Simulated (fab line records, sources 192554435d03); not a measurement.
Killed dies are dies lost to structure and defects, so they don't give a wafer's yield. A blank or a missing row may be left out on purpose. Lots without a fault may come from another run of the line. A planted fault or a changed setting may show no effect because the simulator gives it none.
Split-lot experiment | flow n5_finfet | 7 lots, 39 wafers read, on a route of 1938 steps

THE SPLIT
At N5_BEOL_M6_ETCH_41 (etches SiCN in CH3F/O2, target depth 29.7 nm, time 52 s), the setting time_s was moved away from the recipe's 52 s on 9 of the 39 wafers read, by -37.1% to +19.6%. The other wafers ran this setting at the recipe's value.

The reading is taken at the split's own step.

THE READING
etch.depth_nm (the simulator's own value, which no gauge read), in nm, at N5_BEOL_M6_ETCH_41 (etches SiCN in CH3F/O2, target depth 29.7 nm, time 52 s). The file gives no usual value for it. The 30 wafers here that ran the recipe average 19.48 nm, standard deviation 0.28 nm.

wafer  | tool, chamber at the split | time_s as run, s | against the recipe | etch.depth_nm, nm | against lot-mates on the recipe
L074.2 | rie_diel-06, 0             | 52               | recipe             | 19.6              | -
L074.4 | rie_diel-06, 3             | 52               | recipe             | 19.72             | -
L074.6 | rie_diel-06, 3             | 52               | recipe             | 19.74             | -
L077.1 | rie_diel-03, 3,0           | 52               | recipe             | 19.8              | -
L077.4 | rie_diel-03, 3,0           | 52               | recipe             | 19.8              | -
L077.2 | rie_diel-03, 1             | 62.18            | +19.6%             | 23.01             | +3.30
L077.3 | rie_diel-03, 2             | 62.18            | +19.6%             | 23.92             | +4.21
L077.5 | rie_diel-03, 2             | 62.18            | +19.6%             | 24.09             | +4.38
L077.6 | rie_diel-03, 1             | 52               | recipe             | 19.52             | -
L081.1 | rie_diel-02, 0             | 52               | recipe             | 19.06             | -
L081.2 | rie_diel-02, 1             | 52               | recipe             | 19.2              | -
L081.3 | rie_diel-02, 2             | 52               | recipe             | 19.8              | -
L081.4 | rie_diel-02, 3             | 52               | recipe             | 19.57             | -
L081.5 | rie_diel-02, 0             | 52               | recipe             | 19.03             | -
L081.6 | rie_diel-02, 1             | 52               | recipe             | 19.22             | -
L085.1 | rie_diel-06, 3             | 52               | recipe             | 19.51             | -
L085.2 | rie_diel-06, 1             | 52               | recipe             | 19.3              | -
L085.3 | rie_diel-06, 0             | 52               | recipe             | 19.47             | -
L085.4 | rie_diel-06, 2             | 52               | recipe             | 18.84             | -
L085.5 | rie_diel-06, 0             | 52               | recipe             | 19.35             | -
L085.6 | rie_diel-06, 1             | 52               | recipe             | 19.52             | -
L089.1 | rie_diel-03, 2,3           | 52               | recipe             | 19.65             | -
L089.4 | rie_diel-03, 2,3           | 52               | recipe             | 19.65             | -
L089.2 | rie_diel-03, 1             | 52               | recipe             | 19.05             | -
L089.3 | rie_diel-03, 0             | 52               | recipe             | 19.47             | -
L089.5 | rie_diel-03, 3             | 52               | recipe             | 19.72             | -
L089.6 | rie_diel-03, 2             | 52               | recipe             | 19.62             | -
L093.1 | rie_diel-02, 3             | 52               | recipe             | 19.13             | -
L093.2 | rie_diel-02, 1             | 36.76            | -29.3%             | 13.35             | -5.88
L093.3 | rie_diel-02, 0,3           | 36.76            | -29.3%             | 13.45             | -5.78
L093.6 | rie_diel-02, 0,3           | 36.76            | -29.3%             | 13.45             | -5.78
L093.4 | rie_diel-02, 2             | 52               | recipe             | 19.48             | -
L093.5 | rie_diel-02, 0             | 52               | recipe             | 19.09             | -
L096.1 | rie_diel-03, 0             | 52               | recipe             | 19.66             | -
L096.2 | rie_diel-03, 1             | 32.7             | -37.1%             | 11.98             | -7.81
L096.3 | rie_diel-03, 3             | 52               | recipe             | 19.86             | -
L096.4 | rie_diel-03, 2             | 32.7             | -37.1%             | 12.27             | -7.52
L096.5 | rie_diel-03, 1             | 32.7             | -37.1%             | 11.96             | -7.83
L096.6 | rie_diel-03, 0             | 52               | recipe             | 19.84             | -
Where a row lists several chambers, the file gives one row for several wafers and doesn't say which wafer went through which chamber.

THE FIT
A straight line over all 39 wafers: etch.depth_nm changes by +0.205 nm for each +1% of time_s; r = +0.99; the points scatter about the line by 0.3 nm.
The same after taking each lot's own level away (the mean of its wafers on the recipe; 39 wafers): +0.204 nm for each +1%; r = +1.00; scatter 0.24 nm.
On that fit, the largest move of time_s shifts the reading by 7.6 nm.
The lots' own levels span 19.233 to 19.787 nm, that is 2.0 times the standard deviation above.
So the lot-to-lot level changes the slope little: the two slopes agree.
Check: with one of the wafers moved furthest among these (-37.1%) left out of the fit, the line predicts -7.52 nm for it against its lot-mates. It came out at -7.81 nm against them.

OTHER SPLITS ON THESE WAFERS
These wafers also went through other splits before the reading. Each is held against what the fit with the lots' levels taken away leaves over:
other split on the same wafers   | wafers away from the commonest value | r with etch.depth_nm (lot level and that fit taken away)
N5_BEOL_M3_ETCH_64 time_s        | 18                                   | +0.18
N5_BEOL_M4_TRENCH_ETCH_37 time_s | 18                                   | +0.05

THE FILE'S OWN FIT
etch.depth_nm changes by +0.204 nm for each +1% of time_s, r = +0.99.
